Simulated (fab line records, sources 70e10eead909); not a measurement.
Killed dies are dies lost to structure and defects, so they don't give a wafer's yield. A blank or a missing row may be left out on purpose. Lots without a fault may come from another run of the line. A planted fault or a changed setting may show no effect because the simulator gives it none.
One fault seen from 2 desks | flow nand_harc | each desk has only its own numbers; what lay behind them comes last

THE TOOL OWNER'S DESK: rie_diel-12
The tool's own readings at NHARC_P_M2_STRIP_18 (strips in N2/H2): means of the sampled wafers that have a number, for each lot that ran on this tool. A lot is out of limits, marked OUT, if its mean lies more than 4 standard deviations from the usual mean; the brackets give that distance. Of its 8 readings 7 are shown: those that lie furthest out on some lot.
Columns: A = chamber_pressure_mTorr at NHARC_P_M2_STRIP_18, usual 30.001 mTorr; B = drypump_motor_current_A at NHARC_P_M2_STRIP_18, usual 5.6 A; C = mfc_ar_sccm at NHARC_P_M2_STRIP_18, usual 0.007 sccm; D = n2_flow_sccm at NHARC_P_M2_STRIP_18, usual 150.1 sccm; E = oes_product_au at NHARC_P_M2_STRIP_18, usual 1.003 a.u.; F = rf_vpp_V at NHARC_P_M2_STRIP_18, usual 90.9 V; G = showerhead_plenum_p_Torr at NHARC_P_M2_STRIP_18, usual 2.07 Torr
lot  | first seen here | A      | B   | C     | D     | E     | F    | G
L258 | day 6 13:31     | 30.014 | 5.3 | 0.003 | 149.7 | 1.001 | 90.7 | 2.13
L260 | day 7 01:02     | 29.974 | 5.6 | 0.000 | 149.6 | 1.012 | 90.9 | 2.12
L263 | day 8 09:29     | 29.994 | 5.3 | 0.000 | 150.0 | 1.008 | 91.8 | 2.15
L275 | day 13 11:10    | 29.976 | 5.6 | 0.003 | 149.5 | 1.000 | 91.6 | 2.11
This desk's finding: nothing out of limits on any of the 4 lots.

THE METROLOGY DESK
What the gauges read, lot by lot, whatever tool the lot ran on: means of the sampled wafers that have a number. A lot is out of limits, marked OUT, if its mean lies more than 4 standard deviations from the usual mean; the brackets give that distance.
Columns: A = overlay_x_nm at NHARC_P_M2_OVL_MEAS_10, usual 0.0 nm; B = overlay_y_nm at NHARC_P_M2_OVL_MEAS_10, usual 0.2 nm
lot  | first seen here | A    | B
L258 | day 6 12:59     | -0.1 | 0.4
L260 | day 7 00:34     | -0.6 | 0.2
L261 | day 7 10:51     | 1.1  | 1.1
L262 | day 8 00:43     | -0.4 | 0.7
L263 | day 8 08:59     | 1.8  | 0.5
L268 | day 10 10:43    | -0.8 | 1.3
L273 | day 12 12:24    | -0.3 | -1.1
L272 | day 12 15:02    | 0.6  | 0.7
L274 | day 13 02:07    | 0.1  | 0.4
L275 | day 13 10:40    | -0.3 | -1.1
L276 | day 14 03:20    | -0.8 | -0.3
L278 | day 14 23:06    | -0.1 | 1.1
L279 | day 15 09:33    | 1.7  | -0.2
L280 | day 16 01:38    | -1.6 | -0.8
This desk's finding: nothing out of limits on any of the 14 lots.

PUT TOGETHER
The tool owner's desk saw nothing out of limits.
The metrology desk saw nothing out of limits.

WHAT THE SIMULATOR HAD PUT IN
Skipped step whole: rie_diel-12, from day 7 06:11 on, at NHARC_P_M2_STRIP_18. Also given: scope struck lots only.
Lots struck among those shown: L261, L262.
